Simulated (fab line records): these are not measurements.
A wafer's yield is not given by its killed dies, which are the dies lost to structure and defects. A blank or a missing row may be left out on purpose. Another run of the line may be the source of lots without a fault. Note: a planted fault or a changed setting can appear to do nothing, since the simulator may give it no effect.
The tool behind it: which one? || flow n5Finfet || Sampling: 8 lots, 24 wafers, 6 of 1938 route steps

## WHAT THE GAUGES SHOWED, per wafer
N5_BEOL_M4_OVL_MEAS_12. Usual: M4_OVL gives 0.5 nm (standard deviation 0.67).
{"lot": "L287", "measured": "day 7 21:32", "on": "overlay-01", "M4_OVL (nm)": "-0.8 -1.1 0.6", "flag": ""}
{"lot": "L288", "measured": "day 8 17:33", "on": "overlay-01", "M4_OVL (nm)": "0.2 -0.9 1.6", "flag": ""}
{"lot": "L296", "measured": "day 10 02:17", "on": "overlay-01", "M4_OVL (nm)": "0.7 0.7 0.7", "flag": ""}
{"lot": "L301", "measured": "day 11 07:46", "on": "overlay-02", "M4_OVL (nm)": "0.8 0.3 0.5", "flag": ""}
{"lot": "L303", "measured": "day 11 14:41", "on": "overlay-01", "M4_OVL (nm)": "-0.4 0.6 0.8", "flag": ""}
{"lot": "L307", "measured": "day 12 21:20", "on": "overlay-01", "M4_OVL (nm)": "0.0 0.4 0.6", "flag": ""}
{"lot": "L306", "measured": "day 13 07:40", "on": "overlay-02", "M4_OVL (nm)": "-0.1 0.6 0.1", "flag": ""}
{"lot": "L309", "measured": "day 13 11:25", "on": "overlay-02", "M4_OVL (nm)": "1.6 1.4 0.3", "flag": ""}

N5_BEOL_M4_INSPECT_30: inspects for defects (brightfield). Usual: rawDefectCount at 374, with a standard deviation of 97.
{"lot": "L287", "measured": "day 7 23:01", "on": "defectInspect-01", "rawDefectCount": "315 188 337", "flag": ""}
{"lot": "L288", "measured": "day 8 18:40", "on": "defectInspect-02", "rawDefectCount": "604 605 433", "flag": ""}
{"lot": "L296", "measured": "day 10 03:21", "on": "defectInspect-01", "rawDefectCount": "351 958 461", "flag": ""}
{"lot": "L301", "measured": "day 11 08:50", "on": "defectInspect-01", "rawDefectCount": "225 299 339", "flag": ""}
{"lot": "L303", "measured": "day 11 15:37", "on": "defectInspect-01", "rawDefectCount": "335 418 290", "flag": ""}
{"lot": "L307", "measured": "day 12 22:20", "on": "defectInspect-02", "rawDefectCount": "353 445 406", "flag": ""}
{"lot": "L306", "measured": "day 13 08:36", "on": "defectInspect-01", "rawDefectCount": "334 369 329", "flag": ""}
{"lot": "L309", "measured": "day 13 12:40", "on": "defectInspect-02", "rawDefectCount": "573 395 561", "flag": ""}

N5_BEOL_M4_RC_MEAS_101. Usual: DIBL_N 35.9 mV/V, standard deviation 1.4; DIBL_P 35.9 mV/V, standard deviation 1.7; IOFF_N 0.160 nA/um, standard deviation 0.026; IOFF_P 0.21 nA/um, standard deviation 0.036; ION_N 672 uA/um, standard deviation 11; ION_P 461 uA/um, standard deviation 8.1; SS_N 71.4 mV/dec, standard deviation 0.54; SS_P 73.2 mV/dec, standard deviation 0.67; VT_N 249.3 mV, standard deviation 2.7; VT_P -250 mV, standard deviation 3.9.
{"lot": "L287", "measured": "day 8 04:54", "on": "prober-01", "DIBL_N (mV/V)": "34.3 38.8 36.5", "DIBL_P (mV/V)": "33.6 39.7 35.2", "IOFF_N (nA/um)": "0.129 0.233 0.155", "IOFF_P (nA/um)": "0.19 0.29 0.22", "ION_N (uA/um)": "660 687 672", "ION_P (uA/um)": "462 468 457", "SS_N (mV/dec)": "71.6 72.8 72.1", "SS_P (mV/dec)": "72.8 74.8 73.3", "VT_N (mV)": "250.5 243.2 251.0", "VT_P (mV)": "-248 -244 -247", "flag": ""}
{"lot": "L288", "measured": "day 9 00:26", "on": "prober-01", "DIBL_N (mV/V)": "34.8 36.4 32.5", "DIBL_P (mV/V)": "34.6 37.3 32.9", "IOFF_N (nA/um)": "0.127 0.172 0.114", "IOFF_P (nA/um)": "0.20 0.26 0.19", "ION_N (uA/um)": "660 683 669", "ION_P (uA/um)": "460 474 470", "SS_N (mV/dec)": "71.4 71.5 70.7", "SS_P (mV/dec)": "71.7 73.3 72.3", "VT_N (mV)": "253.8 250.2 250.5", "VT_P (mV)": "-248 -246 -247", "flag": ""}
{"lot": "L296", "measured": "day 10 14:10", "on": "prober-02", "DIBL_N (mV/V)": "35.7 34.4 33.6", "DIBL_P (mV/V)": "35.9 34.8 33.0", "IOFF_N (nA/um)": "0.157 0.137 0.122", "IOFF_P (nA/um)": "0.21 0.20 0.17", "ION_N (uA/um)": "667 666 648", "ION_P (uA/um)": "456 463 452", "SS_N (mV/dec)": "71.3 70.3 71.2", "SS_P (mV/dec)": "73.0 73.0 71.8", "VT_N (mV)": "250.1 248.8 253.3", "VT_P (mV)": "-247 -248 -251", "flag": ""}
{"lot": "L301", "measured": "day 11 15:05", "on": "prober-02", "DIBL_N (mV/V)": "34.8 34.5 34.4", "DIBL_P (mV/V)": "35.3 34.6 35.7", "IOFF_N (nA/um)": "0.136 0.142 0.152", "IOFF_P (nA/um)": "0.16 0.16 0.17", "ION_N (uA/um)": "656 669 681", "ION_P (uA/um)": "454 453 458", "SS_N (mV/dec)": "71.0 70.9 71.0", "SS_P (mV/dec)": "73.2 73.3 72.9", "VT_N (mV)": "249.6 250.4 247.1", "VT_P (mV)": "-255 -254 -254", "flag": ""}
{"lot": "L303", "measured": "day 11 21:24", "on": "prober-02", "DIBL_N (mV/V)": "37.7 38.6 36.4", "DIBL_P (mV/V)": "38.0 38.5 36.7", "IOFF_N (nA/um)": "0.194 0.223 0.178", "IOFF_P (nA/um)": "0.29 0.30 0.26", "ION_N (uA/um)": "690 675 681", "ION_P (uA/um)": "478 467 474", "SS_N (mV/dec)": "71.5 71.7 71.2", "SS_P (mV/dec)": "73.4 74.1 72.9", "VT_N (mV)": "245.4 243.9 244.9", "VT_P (mV)": "-244 -244 -244", "flag": ""}
{"lot": "L307", "measured": "day 13 03:45", "on": "prober-02", "DIBL_N (mV/V)": "40.2 35.4 37.4", "DIBL_P (mV/V)": "39.1 34.9 37.0", "IOFF_N (nA/um)": "0.228 0.132 0.165", "IOFF_P (nA/um)": "0.27 0.19 0.22", "ION_N (uA/um)": "677 672 682", "ION_P (uA/um)": "468 462 465", "SS_N (mV/dec)": "72.5 70.7 71.2", "SS_P (mV/dec)": "74.4 72.5 73.3", "VT_N (mV)": "246.0 252.0 247.7", "VT_P (mV)": "-248 -254 -249", "flag": ""}
{"lot": "L306", "measured": "day 13 21:21", "on": "prober-02", "DIBL_N (mV/V)": "36.1 37.1 37.0", "DIBL_P (mV/V)": "34.4 36.0 36.6", "IOFF_N (nA/um)": "0.142 0.142 0.158", "IOFF_P (nA/um)": "0.15 0.17 0.18", "ION_N (uA/um)": "664 643 674", "ION_P (uA/um)": "450 441 450", "SS_N (mV/dec)": "70.9 71.9 71.8", "SS_P (mV/dec)": "72.8 73.1 73.2", "VT_N (mV)": "249.5 253.3 248.2", "VT_P (mV)": "-258 -254 -255", "flag": ""}
{"lot": "L309", "measured": "day 14 04:16", "on": "prober-02", "DIBL_N (mV/V)": "36.1 35.0 38.2", "DIBL_P (mV/V)": "36.2 35.4 39.4", "IOFF_N (nA/um)": "0.149 0.136 0.190", "IOFF_P (nA/um)": "0.18 0.17 0.24", "ION_N (uA/um)": "665 678 675", "ION_P (uA/um)": "456 459 462", "SS_N (mV/dec)": "71.0 70.9 71.5", "SS_P (mV/dec)": "72.9 73.7 74.2", "VT_N (mV)": "252.6 253.1 249.5", "VT_P (mV)": "-253 -255 -248", "flag": ""}

## TOOL THAT RAN EACH LOT (tool first, then ch and the chambers of the sampled wafers, then the start)
{"lot": "L287", "N5_BEOL_M4_ETCH_63": "rieDiel-05 ch 0,1, day 7 21:59", "N5_BEOL_M4_ETCH_70": "rieDiel-01 ch 0,3, day 8 00:09", "N5_BEOL_M4_STRIP_36": "rieDiel-01 ch 0,3, day 8 00:19"}
{"lot": "L288", "N5_BEOL_M4_ETCH_63": "rieDiel-05 ch 2,3, day 8 17:45", "N5_BEOL_M4_ETCH_70": "rieDiel-01 ch 1,2, day 8 19:50", "N5_BEOL_M4_STRIP_36": "rieDiel-01 ch 1,2, day 8 20:00"}
{"lot": "L296", "N5_BEOL_M4_ETCH_63": "rieDiel-05 ch 0,1,3, day 10 02:25", "N5_BEOL_M4_ETCH_70": "rieDiel-06 ch 2,3, day 10 08:50", "N5_BEOL_M4_STRIP_36": "rieDiel-06 ch 2,3, day 10 08:59"}
{"lot": "L301", "N5_BEOL_M4_ETCH_63": "rieDiel-06 ch 0,2,3, day 11 07:54", "N5_BEOL_M4_ETCH_70": "rieDiel-05 ch 1,2, day 11 10:14", "N5_BEOL_M4_STRIP_36": "rieDiel-05 ch 1,2, day 11 10:24"}
{"lot": "L303", "N5_BEOL_M4_ETCH_63": "rieDiel-06 ch 1,2, day 11 14:50", "N5_BEOL_M4_ETCH_70": "rieDiel-06 ch 1,2, day 11 16:17", "N5_BEOL_M4_STRIP_36": "rieDiel-06 ch 1,2, day 11 16:27"}
{"lot": "L307", "N5_BEOL_M4_ETCH_63": "rieDiel-06 ch 0,2,3, day 12 21:29", "N5_BEOL_M4_ETCH_70": "rieDiel-05 ch 0,1,3, day 12 23:22", "N5_BEOL_M4_STRIP_36": "rieDiel-05 ch 0,1,3, day 12 23:31"}
{"lot": "L306", "N5_BEOL_M4_ETCH_63": "rieDiel-06 ch 0,3, day 13 07:48", "N5_BEOL_M4_ETCH_70": "rieDiel-05 ch 0,1, day 13 16:27", "N5_BEOL_M4_STRIP_36": "rieDiel-05 ch 0,1, day 13 16:37"}
{"lot": "L309", "N5_BEOL_M4_ETCH_63": "rieDiel-01 ch 0,1,3, day 13 11:34", "N5_BEOL_M4_ETCH_70": "rieDiel-01 ch 1,2,3, day 13 22:27", "N5_BEOL_M4_STRIP_36": "rieDiel-01 ch 1,2,3, day 13 22:37"}
- N5_BEOL_M4_ETCH_63: etches SiARC in CF4, target depth 15.6 nm, time 26 s.
- N5_BEOL_M4_ETCH_70: etches SOC in N2/H2, target depth 80 nm, overetch 24 nm, time 130 s.
- N5_BEOL_M4_STRIP_36: strips in N2/H2.

## AS READ BY THE TOOLS THEMSELVES (means over the sampled wafers that have a number; for cases with no such wafer, the mark the record gives instead)
N5_BEOL_M4_ETCH_63. Usual: drypumpMotorCurrentA 5.7 A, standard deviation 0.44; etchRfOnTimeS 26.0 s, standard deviation 0.67; oesProductAu 0.66 a.u., standard deviation 0.082; rfVppV 183.9 V, standard deviation 1.4; showerheadPlenumPTorr 2.14 Torr, standard deviation 0.096; throttleValvePct 15.70 %, standard deviation 0.15.
{"lot": "L287", "tool": "rieDiel-05", "drypumpMotorCurrentA (A)": 5.7, "etchRfOnTimeS (s)": 25.9, "oesProductAu (a.u.)": 0.71, "rfVppV (V)": 182.8, "showerheadPlenumPTorr (Torr)": 2.08, "throttleValvePct (%)": 15.76, "flag": ""}
{"lot": "L288", "tool": "rieDiel-05", "drypumpMotorCurrentA (A)": 5.2, "etchRfOnTimeS (s)": 26.4, "oesProductAu (a.u.)": 0.61, "rfVppV (V)": 182.7, "showerheadPlenumPTorr (Torr)": 2.10, "throttleValvePct (%)": 15.71, "flag": ""}
{"lot": "L296", "tool": "rieDiel-05", "drypumpMotorCurrentA (A)": 5.7, "etchRfOnTimeS (s)": 25.8, "oesProductAu (a.u.)": 0.67, "rfVppV (V)": 183.0, "showerheadPlenumPTorr (Torr)": 2.13, "throttleValvePct (%)": 15.77, "flag": ""}
{"lot": "L301", "tool": "rieDiel-06", "drypumpMotorCurrentA (A)": 5.7, "etchRfOnTimeS (s)": 26.0, "oesProductAu (a.u.)": 0.63, "rfVppV (V)": 184.0, "showerheadPlenumPTorr (Torr)": 2.16, "throttleValvePct (%)": 15.70, "flag": ""}
{"lot": "L303", "tool": "rieDiel-06", "drypumpMotorCurrentA (A)": 5.6, "etchRfOnTimeS (s)": 25.0, "oesProductAu (a.u.)": 0.66, "rfVppV (V)": 182.8, "showerheadPlenumPTorr (Torr)": 2.06, "throttleValvePct (%)": 15.68, "flag": ""}
{"lot": "L307", "tool": "rieDiel-06", "drypumpMotorCurrentA (A)": 5.8, "etchRfOnTimeS (s)": 26.4, "oesProductAu (a.u.)": 0.62, "rfVppV (V)": 184.1, "showerheadPlenumPTorr (Torr)": 2.15, "throttleValvePct (%)": 15.73, "flag": ""}
{"lot": "L306", "tool": "rieDiel-06", "drypumpMotorCurrentA (A)": 5.9, "etchRfOnTimeS (s)": 26.9, "oesProductAu (a.u.)": 0.62, "rfVppV (V)": 185.0, "showerheadPlenumPTorr (Torr)": 2.22, "throttleValvePct (%)": 15.70, "flag": ""}
{"lot": "L309", "tool": "rieDiel-01", "drypumpMotorCurrentA (A)": 5.6, "etchRfOnTimeS (s)": 26.7, "oesProductAu (a.u.)": 0.68, "rfVppV (V)": 183.5, "showerheadPlenumPTorr (Torr)": 2.12, "throttleValvePct (%)": 15.58, "flag": ""}

N5_BEOL_M4_ETCH_70. Usual: drypumpMotorCurrentA 5.8 A, standard deviation 0.42; oesProductAu 0.57 a.u., standard deviation 0.063; rfVppV 524.0 V, standard deviation 2.9; showerheadPlenumPTorr 2.55 Torr, standard deviation 0.1; throttleValvePct 17.83 %, standard deviation 0.24.
{"lot": "L287", "tool": "rieDiel-01", "drypumpMotorCurrentA (A)": 5.4, "oesProductAu (a.u.)": 0.57, "rfVppV (V)": 524.7, "showerheadPlenumPTorr (Torr)": 2.56, "throttleValvePct (%)": 17.67, "flag": ""}
{"lot": "L288", "tool": "rieDiel-01", "drypumpMotorCurrentA (A)": 6.2, "oesProductAu (a.u.)": 0.51, "rfVppV (V)": 524.5, "showerheadPlenumPTorr (Torr)": 2.59, "throttleValvePct (%)": 17.85, "flag": ""}
{"lot": "L296", "tool": "rieDiel-06", "drypumpMotorCurrentA (A)": 5.7, "oesProductAu (a.u.)": 0.55, "rfVppV (V)": 524.4, "showerheadPlenumPTorr (Torr)": 2.55, "throttleValvePct (%)": 17.76, "flag": ""}
{"lot": "L301", "tool": "rieDiel-05", "drypumpMotorCurrentA (A)": 5.8, "oesProductAu (a.u.)": 0.68, "rfVppV (V)": 528.4, "showerheadPlenumPTorr (Torr)": 2.71, "throttleValvePct (%)": 17.60, "flag": ""}
{"lot": "L303", "tool": "rieDiel-06", "drypumpMotorCurrentA (A)": 5.7, "oesProductAu (a.u.)": 0.56, "rfVppV (V)": 521.0, "showerheadPlenumPTorr (Torr)": 2.44, "throttleValvePct (%)": 17.91, "flag": ""}
{"lot": "L307", "tool": "rieDiel-05", "drypumpMotorCurrentA (A)": 5.7, "oesProductAu (a.u.)": 0.57, "rfVppV (V)": 523.1, "showerheadPlenumPTorr (Torr)": 2.51, "throttleValvePct (%)": 18.03, "flag": ""}
{"lot": "L306", "tool": "rieDiel-05", "drypumpMotorCurrentA (A)": 6.2, "oesProductAu (a.u.)": 0.60, "rfVppV (V)": 524.5, "showerheadPlenumPTorr (Torr)": 2.59, "throttleValvePct (%)": 18.10, "flag": ""}
{"lot": "L309", "tool": "rieDiel-01", "drypumpMotorCurrentA (A)": 5.9, "oesProductAu (a.u.)": 0.61, "rfVppV (V)": 524.1, "showerheadPlenumPTorr (Torr)": 2.54, "throttleValvePct (%)": 17.68, "flag": ""}

N5_BEOL_M4_STRIP_36. Usual: drypumpMotorCurrentA 5.8 A, standard deviation 0.42; oesProductAu 0.77 a.u., standard deviation 0.092; rfVppV 59.4 V, standard deviation 1.5; showerheadPlenumPTorr 2.55 Torr, standard deviation 0.1; throttleValvePct 23.6 %, standard deviation 0.31.
{"lot": "L287", "tool": "rieDiel-01", "drypumpMotorCurrentA (A)": 5.4, "oesProductAu (a.u.)": 0.77, "rfVppV (V)": 58.8, "showerheadPlenumPTorr (Torr)": 2.56, "throttleValvePct (%)": 23.5, "flag": ""}
{"lot": "L288", "tool": "rieDiel-01", "drypumpMotorCurrentA (A)": 6.3, "oesProductAu (a.u.)": 0.68, "rfVppV (V)": 60.2, "showerheadPlenumPTorr (Torr)": 2.58, "throttleValvePct (%)": 23.5, "flag": ""}
{"lot": "L296", "tool": "rieDiel-06", "drypumpMotorCurrentA (A)": 5.7, "oesProductAu (a.u.)": 0.75, "rfVppV (V)": 60.6, "showerheadPlenumPTorr (Torr)": 2.55, "throttleValvePct (%)": 23.4, "flag": ""}
{"lot": "L301", "tool": "rieDiel-05", "drypumpMotorCurrentA (A)": 5.8, "oesProductAu (a.u.)": 0.94, "rfVppV (V)": 59.9, "showerheadPlenumPTorr (Torr)": 2.71, "throttleValvePct (%)": 23.4, "flag": ""}
{"lot": "L303", "tool": "rieDiel-06", "drypumpMotorCurrentA (A)": 5.7, "oesProductAu (a.u.)": 0.76, "rfVppV (V)": 58.8, "showerheadPlenumPTorr (Torr)": 2.44, "throttleValvePct (%)": 23.8, "flag": ""}
{"lot": "L307", "tool": "rieDiel-05", "drypumpMotorCurrentA (A)": 5.7, "oesProductAu (a.u.)": 0.77, "rfVppV (V)": 59.7, "showerheadPlenumPTorr (Torr)": 2.51, "throttleValvePct (%)": 23.9, "flag": ""}
{"lot": "L306", "tool": "rieDiel-05", "drypumpMotorCurrentA (A)": 6.2, "oesProductAu (a.u.)": 0.84, "rfVppV (V)": 61.0, "showerheadPlenumPTorr (Torr)": 2.58, "throttleValvePct (%)": 24.0, "flag": ""}
{"lot": "L309", "tool": "rieDiel-01", "drypumpMotorCurrentA (A)": 5.9, "oesProductAu (a.u.)": 0.84, "rfVppV (V)": 59.8, "showerheadPlenumPTorr (Torr)": 2.54, "throttleValvePct (%)": 23.4, "flag": ""}

## THE ANSWER, worked out from the rows above alone
Rule: a lot counts as off when the mean over its wafers that have a number is more than 3 standard deviations away from the usual mean. A lot without any number at a reading at which 4 lots or more have one is off too. Where the step has rows for the other lots, those lots are counted as sound. First the gauges in route order, then the tools' own readings, where a lot's mean is used as printed above. At the first step where some lot is off, the reading lying furthest off is the one used; lots without a number count as furthest.
None of the lots is off at any reading shown; this tells nothing.

## WHAT WAS PUT IN BY THE SIMULATOR
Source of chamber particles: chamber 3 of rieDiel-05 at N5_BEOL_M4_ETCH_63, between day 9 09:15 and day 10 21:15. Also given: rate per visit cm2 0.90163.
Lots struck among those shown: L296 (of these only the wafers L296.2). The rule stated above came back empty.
